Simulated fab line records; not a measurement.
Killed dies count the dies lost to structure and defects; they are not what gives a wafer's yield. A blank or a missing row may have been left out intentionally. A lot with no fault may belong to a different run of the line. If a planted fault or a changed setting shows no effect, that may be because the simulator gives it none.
fab line records	flow nandHarc
[record] lots = 5	wafers = 15	lastDay = 33
route steps=1302 shown P_CONTACT@217 END@1302
lots that met no fault: taken from a fault-free run of the same line
startH: start of the lot's first displayed wafer, in hours after the record's first day	waitH: hours since the lot's step before	" identical to the entry in the row above	L1.1+2: a row that stands for several wafers	- no value, or no start was given	* or withheld: withheld	< > ~ a bound
route shown NAME@n: names a module that has steps shown in the file, with the first one's number in the route	usual: average and standard deviation across the fault-free wafers	same: alike in all rows	chamber/n: place in a boat	sites: per-site readings	_std_site: standard deviation across them	_edge_site: inner sites' mean taken away from outer sites' mean	radiusMm: for every site, how far away it sits from the centre of the wafer	mask NAME#n: copy n	behind: tool/chamber where the wafer was last shaped	hold: cause of the lot's hold/its duration in hours/its outcome	device: transistor that didn't switch, given as n, p or np	end of line: tests of these same wafers at the route's end	step lacking rows: just its recipe	killed: not the wafer's yield, but the dies lost to structure and defects at the first sort	map: shows each die of a wafer: x if killed, . if not, _ if none is there
set.NAME: the setting that was run; set.NAME@STEP: the one run at that earlier step	model.NAME: the simulator's own value behind a step, which no gauge read
certain route steps with their lots: each step a table, each wafer a row
services: from which hour (startH, from the record's first day; less than 0 if before it) a tool's chamber was out of use, for how many hours, and why
[[steps]]
[step NHARC_P_CONTACT_DEP_30]
[recipe] targetThkA = 300	tempC = 400	targetThkNm = 30	flowSccm = 200	rfW = 450	material = SiNx
[usual] heaterPowerW = 710/74
lot.wafer	tool	chamber	startH	waitH	heaterPowerW
L156.2	pecvd-03	2	133.20	0.1	842
L156.6	"	0	"	"	833
L156.4	"	1	"	"	604
L162.1	pecvd-01	0	193.40	0.1	682
L162.3	"	1	"	"	656
L162.4	"	2	"	"	630
L165.1	pecvd-04	1	227.25	0.1	743
L165.6	"	1	"	"	737
L165.4	"	2	"	"	758
L175.1	pecvd-04	1	324.09	0.1	753
L175.4	"	1	"	"	768
L175.5	"	2	"	"	722
L177.2	pecvd-03	0	353.08	0.1	923
L177.4	"	1	"	"	517
L177.5	"	0	"	"	908
[step NHARC_P_CONTACT_DEP_00]
[recipe] targetThkA = 5000	tempC = 400	pressureTorr = 6.5	rfW = 900	teosFlowSccm = 161.4	flowSccm = 2650	targetThkNm = 500	gas = O2	material = SiO2
[usual] heaterPowerW = 549/85	mfcPrecursorSccm = 161.4/0.46	throttleValvePct = 16.2/0.55
lot.wafer	tool	chamber	startH	waitH	heaterPowerW	mfcPrecursorSccm	throttleValvePct
L156.2	pecvd-03	2	-	-	620	161.4	15.2
L156.6	"	0	"	"	689	162.0	15.8
L156.4	"	1	"	"	496	161.8	16.7
L162.1	pecvd-01	0	-	-	537	161.9	16.2
L162.3	"	1	"	"	560	161.5	15.8
L162.4	"	2	"	"	476	160.7	16.5
L165.1	pecvd-04	1	-	-	559	161.4	16.3
L165.6	"	1	"	"	582	161.8	16.3
L165.4	"	2	"	"	580	161.2	16.9
L175.1	pecvd-04	1	-	-	562	161.4	16.1
L175.4	"	1	"	"	580	160.7	15.7
L175.5	"	2	"	"	587	162.0	16.5
L177.2	pecvd-03	0	-	-	748	161.9	16.2
L177.4	"	1	"	"	427	161.2	17.0
L177.5	"	0	"	"	578	162.1	16.5
[step NHARC_P_CONTACT_CMP_01]
[recipe] targetThkNm = 200	material = SiO2
[usual] motorCurrentA = 11.7/1.1
lot.wafer	tool	chamber	startH	waitH	motorCurrentA
L156.2	cmp-03	1	133.92	-	10.9
L156.4	"	3	"	"	12.4
L156.6	"	2	"	"	10.1
L162.4	cmp-04	1	194.10	-	12.8
L162.1	"	2	"	"	12.6
L162.3	"	3	"	"	10.6
L165.4	cmp-02	1	227.96	-	11.5
L165.1	"	0	"	"	13.3
L165.6	"	2	"	"	11.9
L175.1	cmp-04	0	324.78	-	11.0
L175.4	"	2	"	"	12.2
L175.5	"	0	"	"	11.0
L177.2	cmp-04	0	353.74	-	10.8
L177.4	"	2	"	"	12.5
L177.5	"	0	"	"	10.9
[step NHARC_P_CONTACT_SRD_03]
[step NHARC_P_CONTACT_DEHYDRATE_04]
[recipe] tempC = 150	timeS = 120
[step NHARC_P_CONTACT_HMDS_05]
[recipe] timeS = 30
[step NHARC_P_CONTACT_COAT_33]
[recipe] tempC = 260	timeS = 75
[step NHARC_P_CONTACT_COAT_34]
[recipe] tempC = 225	timeS = 65
[step NHARC_P_CONTACT_COAT_06]
[recipe] spinRpm = 1500	resistThkNm = 90
[step NHARC_P_CONTACT_SOFTBAKE_07]
[recipe] tempC = 105	timeS = 55
[step NHARC_P_CONTACT_EBR_08]
[step NHARC_P_CONTACT_EXPOSE_09]
[recipe] na = 1.35	targetCdNm = 90	doseMj = 81.26	maskId = P_CA
[usual] focusOffsetNm = 0.1/0.55
lot.wafer	tool	chamber	startH	waitH	mask	focusOffsetNm
L156.2	arfiScanner-01	0	134.48	-	P_CA#0	-0.6
L156.4	"	0	"	"	P_CA#0	-0.1
L156.6	"	0	"	"	P_CA#0	-0.5
L162.1	arfiScanner-03	0	194.64	-	P_CA#0	0.3
L162.3	"	0	"	"	P_CA#0	1.0
L162.4	"	0	"	"	P_CA#0	0.6
L165.1	arfiScanner-01	0	228.66	-	P_CA_R1#0	-0.1
L165.4	"	0	"	"	P_CA_R1#0	0.9
L165.6	"	0	"	"	P_CA_R1#0	-0.1
L175.1	arfiScanner-02	0	325.44	-	P_CA#0	0.4
L175.4	"	0	"	"	P_CA#0	-0.9
L175.5	"	0	"	"	P_CA#0	-0.3
L177.2	arfiScanner-02	0	354.41	-	P_CA#0	0.2
L177.4	"	0	"	"	P_CA#0	0.0
L177.5	"	0	"	"	P_CA#0	-1.1
[step NHARC_P_CONTACT_PEB_10]
[recipe] pebTempC = 100	pebTimeS = 65
[step NHARC_P_CONTACT_DEVELOP_11]
[recipe] developTimeS = 35	devTempC = 23
[step NHARC_P_CONTACT_CD_MEAS_12]
[recipe] targetCdNm = 90	landingEnergyEv = 500
[usual] cdNm = 90.0/0.92
lot.wafer	tool	chamber	startH	waitH	cdNm
L156.2	cdSem-02	0	134.62	-	90.2
L156.4	"	0	"	"	88.5
L156.6	"	0	"	"	89.2
L162.1	cdSem-01	0	194.79	-	90.7
L162.3	"	0	"	"	89.2
L162.4	"	0	"	"	88.8
L165.1	cdSem-03	0	228.80	-	88.4
L165.4	"	0	"	"	88.4
L165.6	"	0	"	"	88.6
L175.1	cdSem-02	0	325.58	-	90.0
L175.4	"	0	"	"	88.8
L175.5	"	0	"	"	90.2
L177.2	cdSem-02	0	354.55	-	89.7
L177.4	"	0	"	"	89.5
L177.5	"	0	"	"	88.7
[step NHARC_P_CONTACT_OVL_MEAS_13]
[usual] overlayXNm = 0.3/0.77	overlayYNm = -0.2/0.69
lot.wafer	tool	chamber	startH	waitH	overlayXNm	overlayYNm
L156.2	overlay-02	-	134.71	-	-0.3	0.8
L156.4	"	-	"	"	0.0	0.2
L156.6	"	-	"	"	0.3	0.1
L162.1	overlay-01	-	194.88	-	0.2	-0.4
L162.3	"	-	"	"	1.0	-0.2
L162.4	"	-	"	"	0.4	0.1
L165.1	overlay-02	-	228.88	-	0.5	0.3
L165.4	"	-	"	"	1.1	0.1
L165.6	"	-	"	"	1.1	0.1
L175.1	overlay-01	-	325.67	-	1.9	-0.1
L175.4	"	-	"	"	1.0	-0.1
L175.5	"	-	"	"	1.4	-0.1
L177.2	overlay-02	-	354.64	-	-0.3	-0.7
L177.4	"	-	"	"	-0.3	-1.0
L177.5	"	-	"	"	-0.4	-0.2
[step NHARC_P_CONTACT_INSPECT_14]
[usual] rawDefectCount = 4.5/2.8
lot.wafer	tool	chamber	startH	waitH	rawDefectCount
L156.2	defectInspect-02	-	134.74	0.0	6
L156.4	"	-	"	"	4
L156.6	"	-	"	"	6
L162.1	defectInspect-02	-	194.91	0.0	7
L162.3	"	-	"	"	5
L162.4	"	-	"	"	5
L165.1	defectInspect-02	-	228.92	0.0	4
L165.4	"	-	"	"	5
L165.6	"	-	"	"	6
L175.1	defectInspect-01	-	325.71	0.0	3
L175.4	"	-	"	"	5
L175.5	"	-	"	"	4
L177.2	defectInspect-02	-	354.67	0.0	2
L177.4	"	-	"	"	7
L177.5	"	-	"	"	5
[step NHARC_P_CONTACT_DESCUM_17]
[recipe] timeS = 3	o2FlowSccm = 200	arFlowSccm = 0	biasPowerW = 0	chemistry = O2
[usual] drypumpMotorCurrentA = 5.8/0.42	oesProductAu = 1.000/0.01	rfVppV = 57.8/0.88	showerheadPlenumPTorr = 1.91/0.083	throttleValvePct = 11.311/0.0086
lot.wafer	tool	chamber	startH	waitH	drypumpMotorCurrentA	oesProductAu	rfHoursCounterH	rfVppV	showerheadPlenumPTorr	throttleValvePct	model.P_CONTACT.cdNm
L156.4	rieDiel-07	1	134.82	0.1	5.2	0.996	0.2	60.5	1.96	11.299	89.6
L156.2	"	2	"	"	5.7	0.994	0.2	58.3	1.86	11.313	90.06
L156.6	"	3	"	"	6.4	0.987	-	58.2	2.03	11.301	88.2
L162.3	rieDiel-06	3	194.97	0.1	5.7	1.005	0.2	58.7	1.91	11.311	90.35
L162.1	"	1	"	"	5.7	1.009	2.0	57.7	1.89	11.320	91.41
L162.4	"	2	"	"	5.7	1.001	1.9	58.2	1.99	11.320	88.52
L165.1	rieDiel-07	3	228.98	0.1	6.3	0.998	2.9	58.4	2.03	11.314	88.6
L165.4	"	2	"	"	5.7	0.985	3.0	58.3	1.86	11.319	87.88
L165.6	"	0	"	"	6.3	0.978	-	56.6	1.89	11.291	88.3
L175.1	rieDiel-02	1	325.77	0.1	5.3	1.004	4.0	55.8	1.81	11.315	90.06
L175.4	"	2	"	"	5.4	1.016	4.9	58.3	1.86	11.325	88.04
L175.5	"	2	"	"	5.3	1.014	-	57.6	1.86	11.306	89.34
L177.4	rieDiel-07	1	354.73	0.1	5.2	0.990	1.2	58.1	1.95	11.313	90.36
L177.2	"	3	"	"	6.4	0.991	1.0	59.0	2.03	11.299	89.69
L177.5	"	2	"	"	5.7	0.985	-	56.1	1.86	11.325	89.04
[step NHARC_P_CONTACT_ETCH_35]
[recipe] targetDepthA = 390	overEtchFrac = 0.3	timeS = 65	ionEnergyEv = 80	cf4FlowSccm = 150	arFlowSccm = 0	rfW = 300	biasW = 100	chemistry = CF4
[usual] cf4FlowSccm = 150.0/0.44	drypumpMotorCurrentA = 5.8/0.43	oesProductAu = 1.001/0.01	rfVppV = 151.4/1.3	showerheadPlenumPTorr = 1.77/0.074	throttleValvePct = 13.284/0.0084
lot.wafer	tool	chamber	startH	waitH	cf4FlowSccm	drypumpMotorCurrentA	oesProductAu	rfHoursCounterH	rfVppV	showerheadPlenumPTorr	throttleValvePct	model.P_CONTACT.cdNm
L156.2	rieDiel-07	0	134.89	0.1	149.6	6.3	0.997	0.2	153.3	1.75	13.294	90.38
L156.4	"	1	"	"	150.3	5.2	1.001	0.2	151.9	1.81	13.290	89.75
L156.6	"	0	"	"	149.5	6.3	1.000	-	151.3	1.75	13.282	88.42
L162.4	rieDiel-06	1	195.06	0.1	149.0	5.7	1.005	2.0	149.5	1.75	13.284	88.61
L162.3	"	2	"	"	150.5	5.7	1.005	1.9	152.2	1.84	13.278	90.57
L162.1	"	0	"	"	150.6	6.3	0.989	2.0	150.7	1.66	13.293	91.41
L165.1	rieDiel-07	2	229.07	0.1	150.1	5.7	0.987	3.1	152.6	1.72	13.293	88.28
L165.4	"	1	"	"	150.5	5.2	1.009	3.0	151.8	1.80	13.277	87.88
L165.6	"	3	"	"	150.0	6.4	1.000	-	151.1	1.87	13.276	87.71
L175.1	rieDiel-02	0	325.86	0.1	149.6	6.4	1.007	4.8	152.3	1.89	13.289	89.94
L175.4	"	3	"	"	150.3	5.4	1.021	5.1	151.4	1.77	13.279	87.59
L175.5	"	0	"	"	149.8	6.3	1.000	-	153.1	1.89	13.283	89.21
L177.4	rieDiel-07	3	354.82	0.1	149.5	6.4	0.999	1.0	151.8	1.87	13.295	90.67
L177.2	"	1	"	"	149.6	5.2	0.995	1.2	153.0	1.80	13.280	89.51
L177.5	"	3	"	"	149.6	6.4	0.998	-	152.0	1.87	13.278	89.45
[step NHARC_P_CONTACT_ETCH_36]
[recipe] targetDepthA = 2600	overEtchFrac = 0.25	timeS = 406.25	ionEnergyEv = 200	n2FlowSccm = 150	h2FlowSccm = 150	arFlowSccm = 0	rfW = 400	biasW = 150	chemistry = N2/H2
[usual] drypumpMotorCurrentA = 5.8/0.41	oesProductAu = 1.000/0.012	rfVppV = 430.6/2.5	showerheadPlenumPTorr = 2.04/0.088	throttleValvePct = 14.171/0.0086
lot.wafer	tool	chamber	startH	waitH	drypumpMotorCurrentA	oesProductAu	rfHoursCounterH	rfVppV	showerheadPlenumPTorr	throttleValvePct
L156.2	rieDiel-07	3	-	-	6.4	0.995	0.2	432.6	2.17	14.168
L156.4	"	1	"	"	5.2	1.011	0.3	431.3	2.09	14.158
L156.6	"	2	"	"	5.7	0.997	-	429.5	1.98	14.169
L162.4	rieDiel-06	2	-	-	5.7	1.001	2.0	433.8	2.13	14.177
L162.3	"	3	"	"	5.7	1.019	0.3	430.5	2.04	14.177
L162.1	"	0	"	"	6.3	0.993	2.1	425.6	1.90	14.176
L165.1	rieDiel-07	1	-	-	5.2	1.011	3.0	431.1	2.08	14.176
L165.4	"	2	"	"	5.7	0.983	3.1	429.0	1.98	14.175
L165.6	"	3	"	"	6.4	0.996	-	434.6	2.17	14.165
L175.1	rieDiel-02	2	-	-	5.4	1.008	5.0	429.0	1.99	14.164
L175.4	"	0	"	"	6.4	0.997	4.9	435.7	2.20	14.161
L175.5	"	3	"	"	5.4	1.011	-	429.0	2.04	14.164
L177.2	rieDiel-07	2	-	-	5.7	0.983	1.2	428.7	1.98	14.156
L177.4	"	3	"	"	6.4	0.984	1.1	433.6	2.17	14.162
L177.5	"	0	"	"	6.3	0.974	-	429.3	2.01	14.169
[step NHARC_END_SORT_01]
[recipe] tempC = 25
[usual] killedAtArray = 52/17	killedAtOther = 1.2/1.4	killedAtPeriphery = 4.7/2.9	killedDies = 58/17	killedOpen = 3.2/1.9	killedShort = 2.4/1.4
[same] grossDies = 677
lot.wafer	tool	chamber	startH	waitH	killedAtArray	killedAtOther	killedAtPeriphery	killedDies	killedOpen	killedShort
L156.2	prober-02	0	577.57	2.8	53	0	10	63	4	3
L156.4	prober-02	0	579.18	3.4	55	3	4	62	3	3
L156.6	prober-02	0	580.79	4.0	44	1	3	48	4	2
L162.1	prober-02	0	642.83	2.5	79	1	5	85	5	4
L162.3	prober-02	0	644.43	3.1	38	0	2	40	3	1
L162.4	prober-02	0	645.23	3.4	96	0	4	100	1	5
L165.1	prober-01	0	666.97	2.5	54	3	1	58	5	2
L165.4	prober-01	0	669.40	3.4	69	2	2	73	0	1
L165.6	prober-01	0	671.02	4.0	72	2	3	77	6	1
L177.2	prober-01	0	790.45	2.8	45	0	2	47	0	5
L177.4	prober-01	0	792.03	3.4	41	0	1	42	1	4
L177.5	prober-01	0	792.82	3.7	41	0	4	45	4	1
// killed by level:class
L156.2 A_CHANNEL_HOLE_D1:chamberFilmFlake=22 A_CHANNEL_HOLE_D2:chamberFilmFlake=19 P_CONTACT:chamberFilmFlake=5 P_GATE:chamberFilmFlake=3 A_ZERO_WELL:chamberFilmFlake=2 A_WL_FILL:chamberFilmFlake=2 P_M0:geometricParticle:open=1 A_ONON_D1:geometricParticle:open=1
L156.4 A_CHANNEL_HOLE_D1:chamberFilmFlake=29 A_CHANNEL_HOLE_D2:chamberFilmFlake=18 A_WL_FILL:chamberFilmFlake=3 P_CONTACT:chamberFilmFlake=2 THIN_TSV:chamberFilmFlake=2 P_M0:geometricParticle:short=1 A_CHANNEL_FILL_D1:geometricParticle:short=1 A_CHANNEL_FILL_D2:geometricParticle:open=1
L156.6 A_CHANNEL_HOLE_D2:chamberFilmFlake=22 A_CHANNEL_HOLE_D1:chamberFilmFlake=11 A_CONTACT:chamberFilmFlake=3 A_ZERO_WELL:chamberFilmFlake=2 P_STI:geometricParticle:short=1 A_SOURCE_PLATE:geometricParticle:open=1 A_ONON_D1:geometricParticle:open=1 A_WL_FILL:geometricParticle:short=1
L162.1 A_CHANNEL_HOLE_D2:chamberFilmFlake=29 A_CHANNEL_HOLE_D1:chamberFilmFlake=19 A_SLIT:chamberFilmFlake=17 A_CONTACT:chamberFilmFlake=5 P_GATE:chamberFilmFlake=4 A_ONON_D1:geometricParticle:short=2 A_ONON_D2:geometricParticle:open=2 P_CONTACT:geometricParticle:open=1
L162.3 A_SLIT:chamberFilmFlake=13 A_CHANNEL_HOLE_D2:chamberFilmFlake=12 A_CHANNEL_HOLE_D1:chamberFilmFlake=6 A_DECK1_JOINT:chamberFilmFlake=2 A_CHANNEL_FILL_D2:chamberFilmFlake=2 P_M0:geometricParticle:open=1 A_SOURCE_PLATE:geometricParticle:short=1 A_ONON_D2:geometricParticle:open=1
L162.4 A_SLIT:chamberFilmFlake=41 A_CHANNEL_HOLE_D2:chamberFilmFlake=24 A_CHANNEL_HOLE_D1:chamberFilmFlake=19 A_CONTACT:chamberFilmFlake=3 A_DECK1_JOINT:chamberFilmFlake=2 P_CONTACT:geometricParticle:short=1 A_ONON_D2:geometricParticle:short=1 A_CHANNEL_HOLE_D2:geometricParticle:short=1
L165.1 A_CHANNEL_HOLE_D1:chamberFilmFlake=25 A_SLIT:chamberFilmFlake=17 THIN_TSV:chamberFilmFlake=3 A_CHANNEL_FILL_D1:geometricParticle:open=2 A_STAIRCASE:chamberFilmFlake=2 A_ONON_D2:geometricParticle:open=1 A_ONON_D2:geometricParticle:short=1 A_BLC:geometricParticle:short=1
L165.4 A_SLIT:chamberFilmFlake=34 A_CHANNEL_HOLE_D1:chamberFilmFlake=27 A_STAIRCASE:chamberFilmFlake=4 P_GATE:chamberFilmFlake=2 THIN_TSV:chamberFilmFlake=2 A_CHANNEL_FILL_D1:geometricParticle:short=1 A_CONTACT:chamberFilmFlake=1 A_DECK1_JOINT:chamberFilmFlake=1
L165.6 A_SLIT:chamberFilmFlake=38 A_CHANNEL_HOLE_D1:chamberFilmFlake=22 A_ONON_D1:geometricParticle:open=2 A_BLC:chamberFilmFlake=2 THIN_TSV:chamberFilmFlake=2 P_CONTACT:geometricParticle:open=1 P_M1:geometricParticle:open=1 A_CHANNEL_FILL_D1:geometricParticle:short=1
L177.2 A_SLIT:chamberFilmFlake=24 A_CONTACT:chamberFilmFlake=9 A_CHANNEL_HOLE_D2:chamberFilmFlake=5 A_DECK1_JOINT:chamberFilmFlake=4 A_WL_FILL:geometricParticle:short=2 P_GATE:geometricParticle:short=1 P_CONTACT:geometricParticle:short=1 A_CHANNEL_FILL_D1:geometricParticle:short=1
L177.4 A_SLIT:chamberFilmFlake=25 A_CONTACT:chamberFilmFlake=6 A_CHANNEL_HOLE_D2:chamberFilmFlake=4 A_CHANNEL_FILL_D1:geometricParticle:short=1 A_DECK1_JOINT:geometricParticle:short=1 A_ONON_D2:geometricParticle:short=1 A_ONON_D2:geometricParticle:open=1 A_CONTACT:geometricParticle:short=1
L177.5 A_SLIT:chamberFilmFlake=19 A_CHANNEL_HOLE_D2:chamberFilmFlake=9 A_STAIRCASE:chamberFilmFlake=4 A_CONTACT:geometricParticle:open=3 A_CONTACT:chamberFilmFlake=3 P_CONTACT:geometricParticle:open=1 P_M0:geometricParticle:short=1 P_ZERO_WELL:chamberFilmFlake=1
[[services]]
tool	chamber	startH	hours	kind
rieDiel-02	0	110.95	5.8	repair
cmp-04	-	114.97	4.0	pm
rieDiel-06	3	115.88	66.9	repair
rieDiel-07	-	117.20	9.0	pm
cmp-04	-	125.39	3.4	repair
rieDiel-06	-	130.20	9.0	pm
rieDiel-02	3	139.13	6.1	repair
pecvd-04	2	144.69	6.3	repair
rieDiel-07	0	146.76	7.9	repair
rieDiel-06	-	148.71	4.3	repair
rieDiel-07	-	154.79	0.5	repair
rieDiel-02	0	171.87	11.7	repair
rieDiel-07	-	173.78	0.4	repair
rieDiel-06	2	183.53	1.7	repair
pecvd-03	-	185.18	13.0	pm
rieDiel-07	1	193.51	11.3	repair
rieDiel-06	0	209.24	4.9	repair
cmp-04	-	212.97	4.0	pm
rieDiel-06	1	213.51	4.5	repair
pecvd-03	1	238.15	5.3	repair
pecvd-04	-	269.27	13.0	pm
rieDiel-07	-	294.20	9.0	pm
rieDiel-07	3	319.29	3.6	repair
pecvd-03	-	333.39	0.6	repair
[[key]]
[firstSign] step = NHARC_P_CONTACT_EXPOSE_09	reading = mask	direction = changed
effect none on later readings
[modelEffect] step = NHARC_P_CONTACT_DESCUM_17	value = P_CONTACT.cdNm	without = 90.31	struck = 88.26
[modelEffect] step = NHARC_P_CONTACT_ETCH_35	value = P_CONTACT.cdNm	without = 90	struck = 87.95
metAt NHARC_P_CONTACT_EXPOSE_09
struckWafers L165.1,L165.4,L165.6
testerLeftOut L165
onsetBetween 134.48 228.66
[fault] kind = wrongMask	tool = any	chamber = -	onsetH = 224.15	steps = NHARC_P_CONTACT_EXPOSE_09	auxCopy = P_CA_R1#0	cdOffsetNm = -2.0476	scope = struckLotsOnly
// testerLeftOut: of these lots the tester's yield and bins aren't shown, on N5 and GAA mostly nor the transistor test; their killed dies are dies lost to structure and defects alone, not to doping, threshold or leakage, so they don't give the yield
